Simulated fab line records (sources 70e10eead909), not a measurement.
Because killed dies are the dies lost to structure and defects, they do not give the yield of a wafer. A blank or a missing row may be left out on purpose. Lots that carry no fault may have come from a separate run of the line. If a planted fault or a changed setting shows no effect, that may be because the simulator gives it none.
The same fault as seen by 2 desks	flow nandHarc	each desk holds nothing but its own numbers, with what lay behind them at the end

TOOL OWNER'S DESK, rieDiel-05
The tool's own readings at NHARC_A_CONTACT_ETCH_51 (etches the open film in O2/COS, target depth 3600 nm, time 936 s): means of the sampled wafers that have a number, for each lot that ran on this tool. The brackets show how far a lot's mean lies from the usual mean; more than 4 standard deviations puts the lot out of limits, marked OUT.
Columns: A = drypumpMotorCurrentA at NHARC_A_CONTACT_ETCH_51, usual 5.7 A; B = oesProductAu at NHARC_A_CONTACT_ETCH_51, usual 0.999 a.u.; C = rfVppV at NHARC_A_CONTACT_ETCH_51, usual 313.5 V; D = runLengthS at NHARC_A_CONTACT_ETCH_51, usual 957.3 s; E = showerheadPlenumPTorr at NHARC_A_CONTACT_ETCH_51, usual 3.08 Torr; F = throttleValvePct at NHARC_A_CONTACT_ETCH_51, usual 28.332 %
lot	first seen here	A	B	C	D	E	F
L298	day 16 17:07	5.6	1.004	312.5	957.2	3.05	28.325
L301	day 17 07:06	5.2	0.994	313.4	957.3	3.08	28.334
L303	day 18 05:35	5.6	1.005	313.4	957.0	3.05	28.333
L302	day 18 11:53	5.1	0.988	314.1	956.9	3.09	28.331
L306	day 20 01:25	5.3	1.001	313.0	957.1	3.06	28.340
L316	day 21 14:19	5.5	0.997	313.4	763.8 (-99 or more) OUT	3.05	28.326
L317	day 21 22:53	5.6	0.992	312.9	860.8 (-99 or more) OUT	3.04	28.327
This desk's finding: out of limits on L316, L317; first on L316, day 21 14:19 (runLengthS at NHARC_A_CONTACT_ETCH_51). L298, L301, L303, L302, L306: within limits.

METROLOGY DESK
Means of the sampled wafers that have a number, per lot and without regard to the tool the lot ran on: this is what the gauges read. The brackets show how far a lot's mean lies from the usual mean; more than 4 standard deviations puts the lot out of limits, marked OUT.
Columns: A = cdNm at NHARC_A_CONTACT_CD_MEAS_42, usual 200.0 nm
lot	first seen here	A
L297	day 16 13:42	200.3
L298	day 16 15:57	199.8
L296	day 16 18:16	200.1
L300	day 17 00:56	200.9
L301	day 17 05:49	200.7
L303	day 18 04:44	200.0
L302	day 18 11:00	199.9
L305	day 18 21:13	199.4
L304	day 18 23:36	200.6
L306	day 20 00:27	199.9
L316	day 21 13:31	200.8
L317	day 21 21:59	199.8
L319	day 21 22:47	199.3
L318	day 22 02:05	200.2
Finding of this desk: none of the 14 lots has anything out of limits.

BROUGHT TOGETHER
At day 21 14:19, on L316, L317, the tool owner's desk was in a position to raise an alarm.
Metrology desk: nothing out of limits seen.
The metrology desk holds a record of L316, L317, inside its limits.
NHARC_A_CONTACT_ETCH_51 was run on rieDiel-05 by each of the lots named.

WHAT THE SIMULATOR HAD PUT IN
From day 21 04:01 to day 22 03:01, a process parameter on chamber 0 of rieDiel-05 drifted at NHARC_A_CONTACT_ETCH_51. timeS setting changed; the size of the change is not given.
Struck lots among those shown: L316, L317.
Time in hours from fault onset to the first out-of-limits reading at each desk: the tool owner's desk, 10.
